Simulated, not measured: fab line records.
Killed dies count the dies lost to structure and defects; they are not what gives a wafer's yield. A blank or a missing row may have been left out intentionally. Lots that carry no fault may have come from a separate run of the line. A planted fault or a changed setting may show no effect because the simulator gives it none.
fab line records	flow n5-finfet
record lots=24	wafers=72	last-day=19
route steps=1938 shown BEOL_M9@1467 BEOL_M10@1503 BEOL_M11@1571
lots that met no fault: from a run of the same line without faults
start-h: hours from the record's first day to the start of the lot's first wafer shown	wait-h: hours since the lot's step before	" same as the row above	L1.1+2: several wafers, shown together as one row	- no value, or no start was given	* or withheld: withheld	< > ~ a bound
route shown NAME@n: names a module that has steps shown in the file, with the first one's number in the route	usual: the fault-free wafers' mean and standard deviation	same: alike in all rows	chamber/n: place in a boat	sites: readings site by site	_std_site: their standard deviation	_edge_site: mean of outer sites minus mean of inner sites	radius-mm: for every site, how far away it sits from the centre of the wafer	mask NAME#n: copy n	behind: the tool/chamber that last shaped the wafer	hold: what put the lot on hold/how long, in hours/how the hold closed	device: the n, p or np transistor that did not switch	end of line: tests of these same wafers at the route's end	step lacking rows: just its recipe	killed: not the wafer's yield, but the dies lost to structure and defects at the first sort	map: shows each die of a wafer: x if killed, . if not, _ if none is there
set.NAME: the setting as run; set.NAME@STEP: as run at that earlier step	model.NAME: the simulator's own value behind a step, which no gauge read
the route's steps for a sample of lots (tables are steps, rows are wafers)
services: when a tool's chamber went out of use (start-h, in hours from the record's first day, below 0 if earlier), for how many hours, and the reason
## steps
# step N5_BEOL_M9_DEP_56
# recipe material=SiCN	target-thk-a=150	temp-c=withheld	precursor=3MS/NH3	pressure-torr=3	rf-w=202	time-s=26.5
# usual showerhead-plenum-p-Torr=3.666/0.014	showerhead-vpp-V=858/45	throttle-valve-pct=9.1/0.43
lot.wafer	tool	chamber	start-h	wait-h	showerhead-plenum-p-Torr	showerhead-vpp-V	throttle-valve-pct
L074.1	pecvd-02	2	258.75	0.0	3.685	807	9.1
L074.3	"	0	"	"	3.682	874	9.2
L074.6	"	2	"	"	3.669	825	9.3
L076.1	pecvd-04	0	272.81	0.0	3.681	897	9.3
L076.4	"	1	"	"	3.644	793	8.7
L076.5	"	2	"	"	3.680	858	8.4
L077.1	pecvd-03	1	283.89	0.0	3.653	932	9.5
L077.4	"	2	"	"	3.668	818	8.6
L077.5	"	1	"	"	3.664	936	9.6
L075.2	pecvd-03	1	289.19	0.0	3.648	935	9.4
L075.4	"	1	"	"	3.657	938	9.3
L075.6	"	2	"	"	3.679	799	8.3
L078.1	pecvd-03	2	293.47	0.0	3.669	825	8.3
L078.3	"	0	"	"	3.660	844	9.4
L078.4	"	0	"	"	3.661	854	9.3
L079.1	pecvd-02	2	296.94	0.0	3.676	810	9.5
L079.4	"	1	"	"	3.647	857	8.8
L079.6	"	2	"	"	3.680	827	9.3
L080.1	pecvd-03	2	309.64	0.0	3.673	819	8.1
L080.4	"	1	"	"	3.658	936	9.2
L080.6	"	2	"	"	3.680	801	8.3
L081.1	pecvd-02	1	317.75	0.0	3.644	859	8.6
L081.3	"	2	"	"	3.685	831	9.3
L081.4	"	0	"	"	3.678	877	9.1
L084.1	pecvd-02	0	320.70	0.0	3.671	874	9.4
L084.4	"	0	"	"	3.679	871	9.4
L084.6	"	2	"	"	3.680	828	9.3
L082.3	pecvd-02	1	323.69	0.0	3.656	871	8.8
L082.4	"	2	"	"	3.677	815	9.2
L082.6	"	1	"	"	3.655	886	8.3
L083.2	pecvd-03	0	328.21	1.1	3.660	850	9.4
L083.4	"	0	"	"	3.658	853	9.2
L083.6	"	2	"	"	3.677	813	8.1
L087.1	pecvd-03	0	333.37	0.0	3.663	843	9.2
L087.2	"	2	"	"	3.671	812	8.4
L087.5	"	0	"	"	3.663	846	9.2
L085.2	pecvd-02	0	334.09	0.0	3.676	874	9.1
L085.3	"	1	"	"	3.645	884	8.5
L085.4	"	0	"	"	3.685	877	9.3
L086.1	pecvd-04	2	353.77	0.0	3.680	846	8.8
L086.5	"	1	"	"	3.643	772	8.7
L086.6	"	0	"	"	3.681	892	9.7
L090.3	pecvd-04	2	363.43	0.0	3.689	870	8.7
L090.4	"	0	"	"	3.677	888	9.3
L090.5	"	2	"	"	3.677	840	8.7
L089.2	pecvd-03	1	364.36	0.0	3.655	931	9.5
L089.3	"	0	"	"	3.668	840	9.4
L089.6	"	0	"	"	3.661	838	9.2
L088.1	pecvd-03	1	366.73	0.0	3.648	936	9.3
L088.3	"	0	"	"	3.657	848	9.5
L088.6	"	0	"	"	3.659	838	9.6
L092.1	pecvd-03	2	380.59	0.0	3.686	805	8.2
L092.2	"	0	"	"	3.672	848	9.5
L092.6	"	0	"	"	3.655	847	9.0
L091.1	pecvd-04	2	385.38	0.0	3.686	851	8.8
L091.2	"	1	"	"	3.644	773	8.8
L091.6	"	0	"	"	3.672	904	9.1
L093.1	pecvd-02	2	393.77	0.0	3.688	806	9.3
L093.4	"	2	"	"	3.682	817	9.4
L093.6	"	2	"	"	3.673	820	9.5
L095.2	pecvd-03	0	397.36	0.0	3.665	850	9.3
L095.5	"	0	"	"	3.666	851	9.4
L095.6	"	1	"	"	3.655	926	9.5
L094.1	pecvd-02	0	397.89	0.0	3.670	868	9.1
L094.2	"	2	"	"	3.677	826	9.2
L094.5	"	0	"	"	3.680	891	9.0
L096.2	pecvd-03	0	399.67	0.0	3.665	869	9.0
L096.4	"	1	"	"	3.664	936	9.5
L096.5	"	1	"	"	3.658	922	9.2
L097.2	pecvd-04	0	404.70	0.0	3.684	896	9.5
L097.3	"	2	"	"	3.674	860	8.9
L097.6	"	2	"	"	3.681	835	9.0
# step N5_BEOL_M10_OVL_MEAS_29
# recipe points-per-wafer=44
# usual V9_OVL=0.0/0.77
lot.wafer	tool	chamber	start-h	wait-h	V9_OVL[nm]
L074.1	overlay-02	0	261.91	0.0	0.6
L074.3	"	0	"	"	0.1
L074.6	"	0	"	"	0.8
L076.1	overlay-01	0	275.69	0.0	-0.5
L076.4	"	0	"	"	-0.1
L076.5	"	0	"	"	-0.9
L077.1	overlay-02	0	290.09	0.0	-0.4
L077.4	"	0	"	"	0.2
L077.5	"	0	"	"	0.9
L075.2	overlay-02	0	294.11	0.0	-0.6
L075.4	"	0	"	"	0.2
L075.6	"	0	"	"	-0.7
L078.1	overlay-02	0	299.80	0.0	0.7
L078.3	"	0	"	"	-0.7
L078.4	"	0	"	"	0.2
L079.1	overlay-02	0	301.27	0.0	1.1
L079.4	"	0	"	"	1.4
L079.6	"	0	"	"	1.2
L080.1	overlay-01	0	314.77	0.0	-1.1
L080.4	"	0	"	"	-1.1
L080.6	"	0	"	"	-0.2
L081.1	overlay-02	0	321.15	0.0	0.6
L081.3	"	0	"	"	-0.5
L081.4	"	0	"	"	0.0
L084.1	overlay-02	0	325.75	0.0	0.4
L084.4	"	0	"	"	0.5
L084.6	"	0	"	"	0.2
L082.3	overlay-02	0	330.13	0.0	0.0
L082.4	"	0	"	"	-0.1
L082.6	"	0	"	"	-0.3
L083.2	overlay-01	0	333.89	0.0	-0.7
L083.4	"	0	"	"	-1.2
L083.6	"	0	"	"	-1.5
L087.1	overlay-01	0	337.03	0.0	0.3
L087.2	"	0	"	"	-1.4
L087.5	"	0	"	"	0.1
L085.2	overlay-01	0	337.32	0.0	0.7
L085.3	"	0	"	"	1.7
L085.4	"	0	"	"	1.0
L086.1	overlay-01	0	359.85	0.0	-1.1
L086.5	"	0	"	"	-0.5
L086.6	"	0	"	"	0.6
L089.2	overlay-01	0	368.63	0.0	0.5
L089.3	"	0	"	"	-0.3
L089.6	"	0	"	"	-0.4
L090.3	overlay-02	0	368.72	0.0	0.6
L090.4	"	0	"	"	-0.4
L090.5	"	0	"	"	0.0
L088.1	overlay-01	0	371.09	0.0	0.3
L088.3	"	0	"	"	0.3
L088.6	"	0	"	"	-0.6
L092.1	overlay-02	0	384.79	0.0	0.5
L092.2	"	0	"	"	0.5
L092.6	"	0	"	"	1.0
L091.1	overlay-01	0	390.02	0.0	0.5
L091.2	"	0	"	"	0.4
L091.6	"	0	"	"	0.4
L093.1	overlay-01	0	396.46	0.0	1.1
L093.4	"	0	"	"	-0.6
L093.6	"	0	"	"	-0.3
L095.2	overlay-01	0	401.03	0.0	-1.3
L095.5	"	0	"	"	-1.1
L095.6	"	0	"	"	0.0
L094.1	overlay-02	0	402.00	0.0	-1.0
L094.2	"	0	"	"	-1.0
L094.5	"	0	"	"	0.9
L096.2	overlay-02	0	403.65	0.0	0.5
L096.4	"	0	"	"	-0.8
L096.5	"	0	"	"	-0.6
L097.2	overlay-02	0	410.62	0.0	-0.7
L097.3	"	0	"	"	0.0
L097.6	"	0	"	"	-0.4
# step N5_BEOL_M10_PRE_CLEAN_45
# recipe gas=H2/He	time-s=30	temp-c=250
# usual heater-power-w=309/35
lot.wafer	tool	chamber	start-h	wait-h	heater-power-w
L074.1	pvd-sputter-03	-	264.26	0.0	287
L074.3	"	-	"	"	343
L074.6	"	-	"	"	344
L076.1	pvd-sputter-02	-	277.07	0.0	280
L076.4	"	-	"	"	335
L076.5	"	-	"	"	274
L077.1	pvd-sputter-01	-	291.41	0.0	318
L077.4	"	-	"	"	351
L077.5	"	-	"	"	296
L075.2	pvd-sputter-03	-	295.56	0.0	352
L075.4	"	-	"	"	273
L075.6	"	-	"	"	259
L078.1	pvd-sputter-02	-	301.48	0.0	387
L078.3	"	-	"	"	277
L078.4	"	-	"	"	291
L079.1	pvd-sputter-01	-	303.80	0.0	295
L079.4	"	-	"	"	354
L079.6	"	-	"	"	351
L080.1	pvd-sputter-01	-	316.29	0.0	357
L080.4	"	-	"	"	295
L080.6	"	-	"	"	357
L081.1	pvd-sputter-01	-	322.59	0.0	347
L081.3	"	-	"	"	353
L081.4	"	-	"	"	302
L084.1	pvd-sputter-03	-	327.01	0.0	291
L084.4	"	-	"	"	353
L084.6	"	-	"	"	289
L082.3	pvd-sputter-01	-	331.54	0.0	353
L082.4	"	-	"	"	349
L082.6	"	-	"	"	358
L083.2	pvd-sputter-01	-	335.00	0.0	357
L083.4	"	-	"	"	318
L083.6	"	-	"	"	357
L087.1	pvd-sputter-03	-	338.99	0.0	290
L087.2	"	-	"	"	341
L087.5	"	-	"	"	356
L085.2	pvd-sputter-03	-	339.37	0.0	266
L085.3	"	-	"	"	285
L085.4	"	-	"	"	278
L086.1	pvd-sputter-03	-	361.13	0.0	270
L086.5	"	-	"	"	275
L086.6	"	-	"	"	343
L089.2	pvd-sputter-02	-	369.82	0.0	390
L089.3	"	-	"	"	286
L089.6	"	-	"	"	329
L090.3	pvd-sputter-01	-	370.20	0.0	353
L090.4	"	-	"	"	315
L090.5	"	-	"	"	352
L088.1	pvd-sputter-03	-	374.35	0.0	271
L088.3	"	-	"	"	344
L088.6	"	-	"	"	275
L092.1	pvd-sputter-03	-	386.24	0.0	287
L092.2	"	-	"	"	341
L092.6	"	-	"	"	285
L091.1	pvd-sputter-03	-	391.24	0.0	346
L091.2	"	-	"	"	284
L091.6	"	-	"	"	285
L093.1	pvd-sputter-01	-	397.85	0.0	347
L093.4	"	-	"	"	356
L093.6	"	-	"	"	349
L095.2	pvd-sputter-03	-	403.37	0.0	288
L095.5	"	-	"	"	267
L095.6	"	-	"	"	286
L094.1	pvd-sputter-03	-	404.33	0.0	272
L094.2	"	-	"	"	272
L094.5	"	-	"	"	341
L096.2	pvd-sputter-03	-	405.09	0.0	268
L096.4	"	-	"	"	355
L096.5	"	-	"	"	279
L097.2	pvd-sputter-01	-	412.07	0.0	312
L097.3	"	-	"	"	285
L097.6	"	-	"	"	353
# step N5_BEOL_M10_INSPECT_58
# recipe inspect-instrument=darkfield	mode=post-dep
# usual raw-defect-count=71/21
lot.wafer	tool	chamber	start-h	wait-h	raw-defect-count
L074.1	defect-inspect-02	-	266.49	0.0	62
L074.3	"	-	"	"	56
L074.6	"	-	"	"	53
L076.1	defect-inspect-01	-	279.64	0.0	87
L076.4	"	-	"	"	74
L076.5	"	-	"	"	68
L077.1	defect-inspect-02	-	293.59	0.0	41
L077.4	"	-	"	"	52
L077.5	"	-	"	"	53
L075.2	defect-inspect-02	-	297.30	0.0	81
L075.4	"	-	"	"	62
L075.6	"	-	"	"	80
L078.1	defect-inspect-02	-	304.84	0.0	96
L078.3	"	-	"	"	59
L078.4	"	-	"	"	84
L079.1	defect-inspect-02	-	305.33	0.0	60
L079.4	"	-	"	"	66
L079.6	"	-	"	"	42
L080.1	defect-inspect-01	-	318.12	0.0	40
L080.4	"	-	"	"	43
L080.6	"	-	"	"	52
L081.1	defect-inspect-02	-	324.41	0.0	92
L081.3	"	-	"	"	91
L081.4	"	-	"	"	81
L084.1	defect-inspect-01	-	328.57	0.0	63
L084.4	"	-	"	"	55
L084.6	"	-	"	"	65
L082.3	defect-inspect-01	-	333.77	0.0	57
L082.4	"	-	"	"	59
L082.6	"	-	"	"	74
L083.2	defect-inspect-01	-	336.80	0.0	59
L083.4	"	-	"	"	73
L083.6	"	-	"	"	54
L087.1	defect-inspect-01	-	340.72	0.0	92
L087.2	"	-	"	"	64
L087.5	"	-	"	"	57
L085.2	defect-inspect-01	-	341.11	0.0	73
L085.3	"	-	"	"	75
L085.4	"	-	"	"	98
L086.1	defect-inspect-01	-	363.02	0.0	68
L086.5	"	-	"	"	35
L086.6	"	-	"	"	42
L089.2	defect-inspect-01	-	371.66	0.0	45
L089.3	"	-	"	"	116
L089.6	"	-	"	"	104
L090.3	defect-inspect-02	-	372.26	0.0	78
L090.4	"	-	"	"	50
L090.5	"	-	"	"	73
L088.1	defect-inspect-01	-	376.31	0.0	72
L088.3	"	-	"	"	91
L088.6	"	-	"	"	81
L092.1	defect-inspect-01	-	390.06	0.0	92
L092.2	"	-	"	"	76
L092.6	"	-	"	"	86
L091.1	defect-inspect-02	-	393.69	0.0	54
L091.2	"	-	"	"	55
L091.6	"	-	"	"	63
L093.1	defect-inspect-01	-	399.85	0.0	111
L093.4	"	-	"	"	89
L093.6	"	-	"	"	54
L095.2	defect-inspect-02	-	405.26	0.0	47
L095.5	"	-	"	"	68
L095.6	"	-	"	"	112
L094.1	defect-inspect-01	-	406.35	0.0	67
L094.2	"	-	"	"	83
L094.5	"	-	"	"	68
L096.2	defect-inspect-02	-	406.89	0.0	81
L096.4	"	-	"	"	60
L096.5	"	-	"	"	50
L097.2	defect-inspect-01	-	413.81	0.0	64
L097.3	"	-	"	"	35
L097.6	"	-	"	"	51
# step N5_BEOL_M11_DESCUM_33
# recipe chemistry=O2	time-s=7.9	source-power-w=50	bias-power-w=20	pressure-mtorr=20	rf-frequency-hz=2.712e+07	temp-c=40	resist=CAR-ArF	o2-flow-sccm=225
# usual drypump-motor-current-A=5.8/0.48	oes-product-au=0.80/0.086	rf-vpp-V=242.8/1.7	showerhead-plenum-p-Torr=2.07/0.084	temp-c=39.99/0.12	throttle-valve-pct=20.5/0.32
lot.wafer	tool	chamber	start-h	wait-h	drypump-motor-current-A	oes-product-au	rf-hours-counter-h	rf-vpp-V	showerhead-plenum-p-Torr	temp-c	throttle-valve-pct
L074.1	rie-diel-06	1	271.29	0.1	6.5	0.74	200	243.2	2.08	40.00	20.8
L074.3	"	0	"	"	5.3	0.73	154	238.3	1.92	39.99	20.7
L074.6	"	0	"	"	5.3	0.74	-	241.6	1.92	40.01	20.7
L076.1	rie-diel-05	3	283.31	0.7	5.1	0.69	237	243.0	2.08	40.04	20.3
L076.4	"	0	"	"	5.8	0.91	-	241.8	2.04	40.01	20.3
L076.5	"	2	"	"	6.0	0.73	-	245.0	2.16	39.98	20.9
L077.1	rie-diel-02	0	298.71	0.0	6.1	0.90	23	245.2	2.12	40.11	19.7
L077.4	"	1	"	"	6.5	0.82	62	245.7	2.22	40.00	20.3
L077.5	"	2	"	"	5.3	0.76	-	241.8	2.01	40.10	20.5
L075.2	rie-diel-05	3	302.93	0.0	5.1	0.68	243	241.9	2.07	40.19	20.3
L075.4	"	1	"	"	5.6	0.98	6	244.2	2.14	40.01	20.2
L075.6	"	0	"	"	5.8	0.90	-	243.2	2.04	40.19	20.3
L078.1	rie-diel-02	1	308.71	0.0	6.5	0.83	65	245.3	2.21	39.95	20.3
L078.3	"	3	"	"	5.2	0.85	79	243.7	2.10	39.99	20.7
L078.4	"	0	"	"	6.1	0.88	25	243.8	2.12	39.91	19.7
L079.1	rie-diel-02	1	309.18	0.3	6.6	0.83	65	244.3	2.21	39.74	20.4
L079.4	"	3	"	"	5.2	0.85	79	244.8	2.10	39.94	20.7
L079.6	"	3	"	"	5.2	0.84	-	244.0	2.10	40.04	20.7
L080.1	rie-diel-02	3	321.34	0.2	5.2	0.84	81	243.3	2.10	39.77	20.7
L080.4	"	2	"	"	5.3	0.76	162	243.1	2.01	39.85	20.5
L080.6	"	1	"	"	6.5	0.82	-	245.0	2.21	39.94	20.4
L081.1	rie-diel-06	2	330.12	0.1	6.1	0.84	62	241.3	2.12	40.22	20.6
L081.3	"	1	"	"	6.5	0.71	221	243.3	2.07	40.13	20.9
L081.4	"	0	"	"	5.2	0.72	172	240.5	1.91	40.10	20.8
L084.1	rie-diel-06	0	333.82	0.0	5.2	0.71	174	239.0	1.91	39.95	20.8
L084.4	"	0	"	"	5.3	0.73	-	239.5	1.91	40.23	20.8
L084.6	"	3	"	"	6.0	0.67	-	240.6	1.97	40.11	20.7
L082.3	rie-diel-06	0	336.92	0.0	5.3	0.72	175	240.3	1.91	39.74	20.8
L082.4	"	1	"	"	6.5	0.71	-	243.5	2.07	40.00	20.8
L082.6	"	0	"	"	5.3	0.72	-	240.9	1.91	39.79	20.8
L083.2	rie-diel-06	3	342.24	0.0	6.0	0.67	247	242.2	1.97	39.95	20.7
L083.4	"	3	"	"	6.0	0.67	-	240.0	1.97	39.98	20.7
L083.6	"	1	"	"	6.5	0.71	-	242.4	2.07	40.09	20.9
L085.2	rie-diel-06	3	347.71	0.0	6.0	0.67	249	240.5	1.97	40.01	20.7
L085.3	"	2	"	"	6.1	0.84	63	244.6	2.12	40.04	20.6
L085.4	"	1	"	"	6.5	0.71	228	242.0	2.07	40.00	20.9
L087.1	rie-diel-06	1	348.18	0.3	6.5	0.71	228	242.7	2.07	39.98	20.8
L087.2	"	0	"	"	5.3	0.71	179	239.9	1.91	39.89	20.8
L087.5	"	1	"	"	6.5	0.72	-	239.9	2.07	39.80	20.9
L086.1	rie-diel-06	0	368.73	0.0	5.2	0.71	188	240.1	1.91	40.13	20.8
L086.5	"	2	"	"	6.1	0.83	-	243.6	2.12	39.98	20.6
L086.6	"	1	"	"	6.5	0.70	-	243.6	2.07	40.07	20.9
L090.3	rie-diel-05	3	378.16	0.2	5.1	0.95	11	243.5	2.07	39.93	20.0
L090.4	"	2	"	"	6.0	0.70	202	244.6	2.15	40.00	20.9
L090.5	"	1	"	"	5.6	0.90	-	244.4	2.14	39.99	20.2
L089.2	rie-diel-06	1	378.56	0.3	6.5	0.71	235	243.7	2.07	40.22	20.9
L089.3	"	2	"	"	6.1	0.84	75	243.8	2.12	39.92	20.6
L089.6	"	1	"	"	6.5	0.71	-	242.2	2.07	39.98	20.9
L088.1	rie-diel-02	2	382.24	0.0	5.3	0.74	181	241.7	2.00	39.90	20.6
L088.3	"	1	"	"	6.6	0.80	87	245.6	2.21	40.02	20.4
L088.6	"	0	"	"	6.1	0.85	-	244.3	2.11	40.19	19.7
L092.1	rie-diel-05	3	396.11	0.4	5.2	0.94	16	241.4	2.07	40.19	20.0
L092.2	"	1	"	"	5.6	0.89	36	242.3	2.13	40.20	20.2
L092.6	"	3	"	"	5.1	0.93	-	245.5	2.07	40.07	20.0
L091.1	rie-diel-05	1	397.17	0.2	5.6	0.90	37	244.2	2.13	39.94	20.2
L091.2	"	3	"	"	5.2	0.94	16	240.4	2.07	40.01	20.0
L091.6	"	3	"	"	5.2	0.93	-	242.3	2.07	39.95	20.0
L093.1	rie-diel-05	0	403.70	0.0	5.8	0.85	65	242.6	2.03	40.04	20.4
L093.4	"	2	"	"	6.0	0.71	210	242.8	2.15	39.95	20.9
L093.6	"	0	"	"	5.8	0.85	-	241.1	2.03	39.96	20.4
L095.2	rie-diel-06	1	411.06	0.0	6.5	0.71	244	243.1	2.06	40.13	20.9
L095.5	"	2	"	"	6.1	0.82	-	243.5	2.11	40.09	20.7
L095.6	"	3	"	"	6.0	0.95	-	245.5	2.22	40.06	20.5
L094.1	rie-diel-05	3	411.57	0.3	5.1	0.93	21	240.7	2.06	40.35	20.0
L094.2	"	2	"	"	6.0	0.70	212	244.1	2.15	39.70	20.9
L094.5	"	1	"	"	5.6	0.90	-	243.6	2.13	40.16	20.2
L096.2	rie-diel-02	2	411.81	0.4	5.3	0.74	189	243.0	2.00	40.05	20.6
L096.4	"	1	"	"	6.5	0.79	96	244.3	2.20	39.86	20.4
L096.5	"	0	"	"	6.1	0.85	-	243.7	2.11	40.08	19.8
L097.2	rie-diel-02	3	421.46	0.0	5.2	0.82	113	242.5	2.09	40.22	20.7
L097.3	"	1	"	"	6.6	0.79	99	243.3	2.20	39.85	20.4
L097.6	"	0	"	"	6.1	0.84	-	243.5	2.11	39.76	19.8
# step N5_BEOL_M11_ETCH_41
# recipe chemistry=CH3F/O2	target=SiCN	target-depth-a=426	taper-deg=2	time-s=86	ion-energy-ev=120	mask-material=TiN	pressure-mtorr=30	source-w=395	bias-w=75	Ar_flow_sccm=150	CH3F_flow_sccm=30	O2_flow_sccm=20
# usual bias-w=75.00/0.21	drypump-motor-current-A=5.8/0.48	oes-product-au=0.80/0.083	rf-vpp-V=297.0/1.9	showerhead-plenum-p-Torr=1.98/0.08	throttle-valve-pct=16.4/0.32
lot.wafer	tool	chamber	start-h	wait-h	bias-w	drypump-motor-current-A	oes-product-au	rf-hours-counter-h	rf-vpp-V	showerhead-plenum-p-Torr	throttle-valve-pct
L074.1	rie-diel-06	1	-	-	75.36	6.5	0.73	201	297.5	1.98	16.7
L074.3	"	0	"	"	75.16	5.3	0.75	154	293.8	1.83	16.6
L074.6	"	0	"	"	74.97	5.3	0.74	-	293.3	1.83	16.6
L076.1	rie-diel-05	3	-	-	74.75	5.1	0.69	237	296.7	1.97	16.2
L076.4	"	0	"	"	74.74	5.8	0.90	-	296.4	1.96	16.2
L076.5	"	2	"	"	75.37	5.9	0.73	-	298.6	2.08	16.8
L077.1	rie-diel-02	0	-	-	74.81	6.1	0.90	23	298.6	2.05	15.7
L077.4	"	1	"	"	75.14	6.5	0.83	62	299.2	2.10	16.1
L077.5	"	2	"	"	74.95	5.3	0.77	-	296.0	1.92	16.4
L075.2	rie-diel-05	3	-	-	75.03	5.1	0.69	243	296.9	1.97	16.2
L075.4	"	1	"	"	75.21	5.6	0.97	6	298.0	2.05	16.0
L075.6	"	0	"	"	75.05	5.8	0.90	-	296.5	1.96	16.2
L078.1	rie-diel-02	1	-	-	74.91	6.5	0.84	65	299.5	2.10	16.1
L078.3	"	3	"	"	75.03	5.2	0.85	79	298.1	2.02	16.6
L078.4	"	0	"	"	75.03	6.2	0.90	25	299.0	2.05	15.7
L079.1	rie-diel-02	1	-	-	74.86	6.6	0.84	65	299.0	2.10	16.1
L079.4	"	3	"	"	74.84	5.2	0.85	80	297.6	2.02	16.6
L079.6	"	3	"	"	74.81	5.2	0.84	-	297.6	2.02	16.6
L080.1	rie-diel-02	3	-	-	74.78	5.2	0.84	82	297.0	2.02	16.6
L080.4	"	2	"	"	75.00	5.3	0.76	162	295.9	1.92	16.4
L080.6	"	1	"	"	74.97	6.5	0.82	-	299.7	2.10	16.2
L081.1	rie-diel-06	2	-	-	74.89	6.1	0.84	62	297.7	2.02	16.4
L081.3	"	1	"	"	74.97	6.4	0.71	221	296.6	1.97	16.7
L081.4	"	0	"	"	75.34	5.3	0.74	173	294.6	1.82	16.6
L084.1	rie-diel-06	0	-	-	74.59	5.2	0.73	174	293.3	1.82	16.6
L084.4	"	0	"	"	74.73	5.2	0.73	-	293.7	1.82	16.6
L084.6	"	3	"	"	74.89	6.0	0.67	-	294.3	1.90	16.7
L082.3	rie-diel-06	0	-	-	75.07	5.2	0.73	175	293.1	1.82	16.6
L082.4	"	1	"	"	74.69	6.5	0.72	-	297.4	1.97	16.7
L082.6	"	0	"	"	74.74	5.2	0.73	-	293.9	1.82	16.6
L083.2	rie-diel-06	3	-	-	74.64	5.9	0.68	247	296.1	1.89	16.7
L083.4	"	3	"	"	74.93	6.0	0.67	-	296.0	1.89	16.7
L083.6	"	1	"	"	74.80	6.5	0.71	-	295.9	1.97	16.7
L085.2	rie-diel-06	3	-	-	74.67	6.0	0.68	249	296.1	1.89	16.7
L085.3	"	2	"	"	74.89	6.1	0.84	64	298.1	2.02	16.4
L085.4	"	1	"	"	75.12	6.5	0.71	228	298.0	1.97	16.8
L087.1	rie-diel-06	1	-	-	74.81	6.5	0.71	228	297.2	1.97	16.8
L087.2	"	0	"	"	74.89	5.2	0.72	180	292.7	1.82	16.6
L087.5	"	1	"	"	74.69	6.5	0.71	-	296.2	1.97	16.8
L086.1	rie-diel-06	0	-	-	74.81	5.3	0.71	188	294.6	1.82	16.6
L086.5	"	2	"	"	74.78	6.1	0.81	-	298.7	2.02	16.5
L086.6	"	1	"	"	75.10	6.4	0.70	-	296.9	1.97	16.8
L090.3	rie-diel-05	3	-	-	74.89	5.2	0.94	11	295.9	1.96	15.8
L090.4	"	2	"	"	74.86	6.0	0.71	203	298.7	2.07	16.9
L090.5	"	1	"	"	74.66	5.6	0.90	-	298.8	2.04	16.0
L089.2	rie-diel-06	1	-	-	75.05	6.5	0.71	235	296.5	1.97	16.8
L089.3	"	2	"	"	75.27	6.1	0.82	76	297.9	2.02	16.4
L089.6	"	1	"	"	74.89	6.5	0.71	-	296.9	1.97	16.8
L088.1	rie-diel-02	2	-	-	75.34	5.3	0.75	181	296.4	1.91	16.5
L088.3	"	1	"	"	75.13	6.6	0.79	87	299.4	2.10	16.2
L088.6	"	0	"	"	75.10	6.1	0.88	-	298.1	2.04	15.8
L092.1	rie-diel-05	3	-	-	74.95	5.2	0.94	16	296.8	1.96	15.7
L092.2	"	1	"	"	74.92	5.7	0.89	36	297.2	2.04	16.1
L092.6	"	3	"	"	74.89	5.2	0.94	-	296.9	1.96	15.7
L091.1	rie-diel-05	1	-	-	75.51	5.6	0.90	37	297.8	2.04	16.1
L091.2	"	3	"	"	74.93	5.2	0.94	16	297.8	1.96	15.8
L091.6	"	3	"	"	75.02	5.1	0.94	-	295.5	1.96	15.8
L093.1	rie-diel-05	0	-	-	75.04	5.8	0.84	66	296.8	1.95	16.3
L093.4	"	2	"	"	75.10	6.0	0.71	210	300.1	2.06	16.9
L093.6	"	0	"	"	74.59	5.8	0.85	-	297.1	1.95	16.3
L095.2	rie-diel-06	1	-	-	75.30	6.5	0.70	244	297.2	1.97	16.8
L095.5	"	2	"	"	74.87	6.1	0.81	-	298.3	2.01	16.5
L095.6	"	3	"	"	75.10	6.0	0.93	-	300.6	2.14	16.3
L094.1	rie-diel-05	3	-	-	74.83	5.2	0.93	21	296.0	1.96	15.8
L094.2	"	2	"	"	75.37	6.0	0.71	212	299.9	2.06	16.9
L094.5	"	1	"	"	74.88	5.7	0.90	-	298.9	2.04	16.1
L096.2	rie-diel-02	2	-	-	75.15	5.3	0.75	190	295.9	1.91	16.5
L096.4	"	1	"	"	75.30	6.5	0.80	96	300.7	2.09	16.2
L096.5	"	0	"	"	75.35	6.1	0.85	-	298.0	2.04	15.8
L097.2	rie-diel-02	3	-	-	75.13	5.2	0.81	113	296.8	2.01	16.6
L097.3	"	1	"	"	74.77	6.6	0.79	99	298.7	2.09	16.2
L097.6	"	0	"	"	75.36	6.1	0.85	-	298.9	2.04	15.8
## services
tool	chamber	start-h	hours	kind
pecvd-03	0	236.89	5.9	repair
rie-diel-05	1	264.80	-	clean
rie-diel-05	1	264.80	-	consumable-replace:focus-ring
rie-diel-05	1	264.80	21.0	scheduled-down
rie-diel-05	1	264.80	21.0	vent-cycle
pecvd-02	0	273.39	5.5	scheduled-down
pecvd-03	2	286.05	2.1	scheduled-down
pecvd-03	-	296.50	5.5	pm
rie-diel-06	-	299.45	1.1	repair
rie-diel-05	2	308.01	10.4	repair
pecvd-02	-	308.73	1.0	repair
rie-diel-05	3	329.66	-	clean
rie-diel-05	3	329.66	-	consumable-replace:focus-ring
pecvd-03	-	346.72	1.8	repair
rie-diel-02	0	347.03	9.0	repair
rie-diel-06	3	352.48	-	clean
rie-diel-06	3	352.48	-	consumable-replace:focus-ring
rie-diel-06	3	352.48	-	consumable-replace:showerhead
rie-diel-06	3	352.48	16.5	scheduled-down
rie-diel-06	3	352.48	16.5	vent-cycle
rie-diel-06	1	354.73	9.2	repair
pecvd-02	1	357.81	13.2	repair
pvd-sputter-02	-	382.94	2.5	repair
pecvd-03	2	395.78	5.5	scheduled-down
## key
fault none
